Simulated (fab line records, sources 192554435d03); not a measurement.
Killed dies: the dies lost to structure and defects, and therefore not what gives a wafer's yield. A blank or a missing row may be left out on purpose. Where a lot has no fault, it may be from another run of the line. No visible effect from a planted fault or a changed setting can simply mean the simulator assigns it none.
Which tool is to blame? -- flow n5 finfet -- 9 lots with 25 wafers sampled at 5 steps, on a route of 1938 steps

WHAT EACH GAUGE READ, for each wafer
N5_HKMG_FIN_OVL_MEAS_13. Usual: NWFM_OVL gives -0.5 nm (standard deviation 0.7).
lot,measured,on,NWFM_OVL (nm),flag
L272,day 5 03:25,overlay-02,-0.5 -0.6 -1.0,
L274,day 5 14:54,overlay-02,0.0 0.6 -0.2,
L278,day 6 20:01,overlay-01,-1.2 -0.7 -0.6,
L280,day 7 03:49,overlay-01,-0.3 -0.5 0.3,
L281,day 7 08:21,overlay-02,-0.2 -0.1 -1.2,
L282,day 7 15:59,overlay-01,-0.1 -0.6 -0.1,
L285,day 8 11:31,overlay-01,1.1 0.0,
L287,day 8 22:17,overlay-02,-1.1 -0.3,
L291,day 9 18:53,overlay-01,-0.7 -0.3 -0.8,

N5_BEOL_M4_RC_MEAS_101. Usual: DIBL_N 36.4 mV/V, standard deviation 1.2; DIBL_P 36.1 mV/V, standard deviation 1.6; IOFF_N 0.156 nA/um, standard deviation 0.024; IOFF_P 0.21 nA/um, standard deviation 0.031; IOFF_P_85C 3.6 nA/um, standard deviation 0.44; IOFF_P_LIN 0.098 nA/um, standard deviation 0.012; IOFF_P_LONG 0.000105 nA/um, standard deviation 8.9e-06; ION_N 674 uA/um, standard deviation 11; ION_P 463 uA/um, standard deviation 6.9; SS_N 71.5 mV/dec, standard deviation 0.5; SS_P 73.2 mV/dec, standard deviation 0.55; VT_N 250.0 mV, standard deviation 2.9; VT_P -250 mV, standard deviation 3.6; VT_P_LONG -276 mV, standard deviation 3.2; VT_P_LVT -99.2 mV, standard deviation 2.6.
lot,measured,on,DIBL_N (mV/V),DIBL_P (mV/V),IOFF_N (nA/um),IOFF_P (nA/um),IOFF_P_85C (nA/um),IOFF_P_LIN (nA/um),IOFF_P_LONG (nA/um),ION_N (uA/um),ION_P (uA/um),SS_N (mV/dec),SS_P (mV/dec),VT_N (mV),VT_P (mV),VT_P_LONG (mV),VT_P_LVT (mV),flag
L272,day 8 21:00,prober-02,37.3 35.2 36.6,39.6 37.1 38.4,0.204 0.160 0.183,0.26 0.22 0.24,4.4 3.8 3.9,0.114 0.101 0.105,0.000107 0.0001 0.000101,698 669 676,473 459 461,72.3 71.4 71.8,73.9 73.7 73.5,245.0 249.5 247.5,-250 -248 -250,-277 -278 -275,-96.5 -98.5 -97.9,
L274,day 8 23:57,prober-01,36.8 38.0 37.1,35.8 36.4 36.3,0.182 0.195 0.185,0.28 0.28 0.29,4.5 4.6 4.7,0.125 0.126 0.128,0.000124 0.000124 0.000122,676 683 681,470 467 471,71.2 72.1 71.8,73.6 74.5 73.5,250.4 247.6 247.4,-245 -242 -243,-272 -267 -270,-93.1 -93.4 -93.1,
L278,day 10 10:08,prober-02,36.3 36.3 36.1,35.8 35.8 35.7,0.159 0.161 0.152,0.21 0.21 0.21,3.6 3.6 3.7,0.097 0.096 0.098,0.00011 0.000109 0.00011,687 685 668,467 472 458,71.9 71.1 70.8,73.7 74.1 73.5,249.2 248.0 249.3,-251 -251 -250,-273 -273 -273,-97.8 -98.4 -96.5,
L280,day 10 11:17,prober-01,34.6 34.1 36.6,32.7 32.2 35.1,0.127 0.117 0.156,0.18 0.17 0.21,3.2 3.0 3.7,0.088 0.084 0.101,0.000105 0.000104 0.000105,661 660 678,454 453 460,71.4 71.3 71.4,72.3 72.0 73.0,255.9 255.5 250.3,-252 -253 -249,-276 -273 -275,-102.3 -101.7 -99.1,
L281,day 11 02:11,prober-01,37.0 37.7 36.5,35.7 36.9 35.4,0.143 0.156 0.135,0.17 0.18 0.16,2.9 3.1 2.8,0.079 0.082 0.076,8.3e-05 8.7e-05 8.4e-05,665 684 667,455 458 454,72.0 72.1 71.4,73.3 73.2 73.1,250.7 249.1 252.3,-259 -258 -259,-282 -282 -283,-102.5 -103.5 -103.5,
L282,day 11 03:54,prober-02,36.6 35.8 34.6,35.0 34.9 33.3,0.154 0.151 0.127,0.19 0.18 0.17,3.3 3.3 3.1,0.088 0.088 0.082,9.7e-05 0.000101 9.7e-05,681 684 665,463 460 452,71.8 71.6 71.5,73.3 73.0 73.3,252.5 249.4 253.1,-252 -254 -257,-278 -276 -279,-100.7 -101.0 -101.9,
L285,day 11 17:59,prober-01,35.7 35.9,34.8 35.4,0.138 0.143,0.06 0.21,1.3 3.6,0.031 0.100,6.3e-05 0.00011,668 668,413 461,70.4 71.3,73.1 72.7,249.6 248.5,-280 -250,-305 -275,-132.3 -99.4,OFF
L287,day 12 13:06,prober-01,37.7 36.4,37.1 34.8,0.186 0.149,0.08 0.22,1.7 3.8,0.038 0.106,6.3e-05 0.000111,689 661,422 463,71.7 71.0,74.1 73.3,247.7 250.1,-279 -248,-303 -273,-124.8 -96.4,OFF
L291,day 14 02:44,prober-01,35.8 35.0 35.1,35.8 34.4 34.8,0.156 0.141 0.140,0.19 0.17 0.17,3.4 3.0 3.2,0.091 0.082 0.085,0.0001 9.6e-05 9.8e-05,678 674 681,464 452 464,71.4 72.0 71.5,73.8 73.3 72.8,248.1 251.6 248.5,-253 -255 -254,-275 -275 -277,-100.7 -102.4 -101.7,

WHAT TOOL EACH LOT RAN ON (gives the tool, then ch and the chambers of the sampled wafers, and finally the start)
lot,N5_HKMG_FIN_ALD_75,N5_HKMG_FIN_ETCH_54,N5_HKMG_FIN_PWFM_ALD_03
L272,"ald hk-02 ch 0,2,3, day 4 23:29","rie diel-03 ch 0,2, day 5 00:08","ald metal-02 ch 0,1,3, day 5 02:33"
L274,"ald hk-01 ch 1,2, day 5 10:59","rie diel-02 ch 2,3, day 5 11:27","ald metal-02 ch 0,1, day 5 14:02"
L278,"ald hk-02 ch 0,2,3, day 6 16:16","rie diel-01 ch 0,3, day 6 16:44","ald metal-02 ch 0,3, day 6 19:16"
L280,"ald hk-02 ch 0,1,2, day 6 22:38","rie diel-01 ch 0,1,2, day 6 23:20","ald metal-04 ch 0,1,2, day 7 01:44"
L281,"ald hk-01 ch 0,2, day 7 04:37","rie diel-03 ch 1,2, day 7 05:12","ald metal-02 ch 0,1,3, day 7 07:37"
L282,"ald hk-01 ch 1,2,3, day 7 12:08","rie diel-02 ch 0,2,3, day 7 12:43","ald metal-04 ch 0,1,2, day 7 15:07"
L285,"ald hk-02 ch 0,1, day 8 07:46","rie diel-03 ch 2,3, day 8 08:21","ald metal-04 ch 0,3, day 8 10:46"
L287,"ald hk-03 ch 1,3, day 8 18:13","rie diel-03 ch 1, day 8 18:48","ald metal-04 ch 1,2, day 8 21:25"
L291,"ald hk-02 ch 1,3, day 9 14:53","rie diel-01 ch 0,2, day 9 15:29","ald metal-01 ch 0,1,2, day 9 18:01"
- N5_HKMG_FIN_ALD_75: deposits Al2O3, target thk 1 nm, co reactant pulse time 1 s.
- N5_HKMG_FIN_ETCH_54: etches SiARC in CF4, target depth 45.5 nm, time 75.8 s.
- N5_HKMG_FIN_PWFM_ALD_03: deposits TiN, target thk 2 nm, pulse time 1 s, purge time 3 s.

AS READ BY THE TOOLS THEMSELVES (means over the sampled wafers that have a number; for cases with no such wafer, the mark the record gives instead)
N5_HKMG_FIN_ALD_75. Usual: heater power w 151 W, standard deviation 13; precursor pulse height rel 1.003, standard deviation 0.018.
lot,tool,heater power w (W),precursor pulse height rel,flag
L272,ald hk-02,146,1.017,
L274,ald hk-01,152,0.994,
L278,ald hk-02,144,1.020,
L280,ald hk-02,156,0.992,
L281,ald hk-01,153,1.013,
L282,ald hk-01,154,0.986,
L285,ald hk-02,157,1.004,
L287,ald hk-03,158,1.006,
L291,ald hk-02,146,0.998,

N5_HKMG_FIN_ETCH_54. Usual: drypump motor current A 5.9 A, standard deviation 0.42; etch rf on time s 75.2 s, standard deviation 0.97; oes product au 0.68 a.u., standard deviation 0.079; rf fwd power W 539.2 W, standard deviation 2.1; rf vpp V 184.0 V, standard deviation 1.1; showerhead plenum p Torr 2.15 Torr, standard deviation 0.067; throttle valve pct 15.45 %, standard deviation 0.24.
lot,tool,drypump motor current A (A),etch rf on time s (s),oes product au (a.u.),rf fwd power W (W),rf vpp V (V),showerhead plenum p Torr (Torr),throttle valve pct (%),flag
L272,rie diel-03,6.3,77.4,0.61,541.0,183.7,2.09,15.51,
L274,rie diel-02,5.7,76.0,0.66,536.2,184.4,2.18,15.77,
L278,rie diel-01,6.2,75.5,0.64,538.1,184.7,2.22,15.40,
L280,rie diel-01,5.9,75.1,0.68,538.7,184.3,2.14,15.37,
L281,rie diel-03,6.0,75.0,0.62,539.9,184.6,2.15,15.54,
L282,rie diel-02,5.7,75.6,0.73,538.7,184.3,2.17,15.50,
L285,rie diel-03,6.3,75.2,0.60,537.1,183.1,2.08,15.75,
L287,rie diel-03,5.8,75.6,0.61,539.2,185.4,2.21,15.59,
L291,rie diel-01,6.0,74.6,0.74,540.7,184.5,2.16,15.15,

N5_HKMG_FIN_PWFM_ALD_03. Usual: heater power w 908 W, standard deviation 110; precursor pulse height rel 0.999, standard deviation 0.021.
lot,tool,heater power w (W),precursor pulse height rel,flag
L272,ald metal-02,870,1.005,
L274,ald metal-02,876,1.005,
L278,ald metal-02,873,1.001,
L280,ald metal-04,967,1.001,
L281,ald metal-02,865,0.989,
L282,ald metal-04,939,0.992,
L285,ald metal-04,1018,0.990,
L287,ald metal-04,956,1.016,
L291,ald metal-01,984,1.006,

THE ANSWER, worked out from the rows above alone
Rule: a lot is off if the mean of its wafers that have a number lies more than 3 standard deviations from the usual mean. A lot without any number at a reading at which 4 lots or more have one is off too. All remaining lots with rows at the step are treated as sound. First the gauges in route order, then the tools' own readings, where a lot's mean is used as printed above. At the first step where some lot is off, the reading lying furthest off is the one used; lots without a number count as furthest.
Off: at N5_BEOL_M4_RC_MEAS_101 (VT_P_LVT), L285, L287.
If a tool, at a process step before that reading, ran all the lots that are off and no sound lot after the first of them, it fits. Those tools and the gauges at N5_BEOL_M4_RC_MEAS_101 are tried in the same way. This does not decide it: 2 tools fit, namely rie diel-03 at N5_HKMG_FIN_ETCH_54 and ald metal-04 at N5_HKMG_FIN_PWFM_ALD_03.

WHAT THE SIMULATOR HAD INSERTED
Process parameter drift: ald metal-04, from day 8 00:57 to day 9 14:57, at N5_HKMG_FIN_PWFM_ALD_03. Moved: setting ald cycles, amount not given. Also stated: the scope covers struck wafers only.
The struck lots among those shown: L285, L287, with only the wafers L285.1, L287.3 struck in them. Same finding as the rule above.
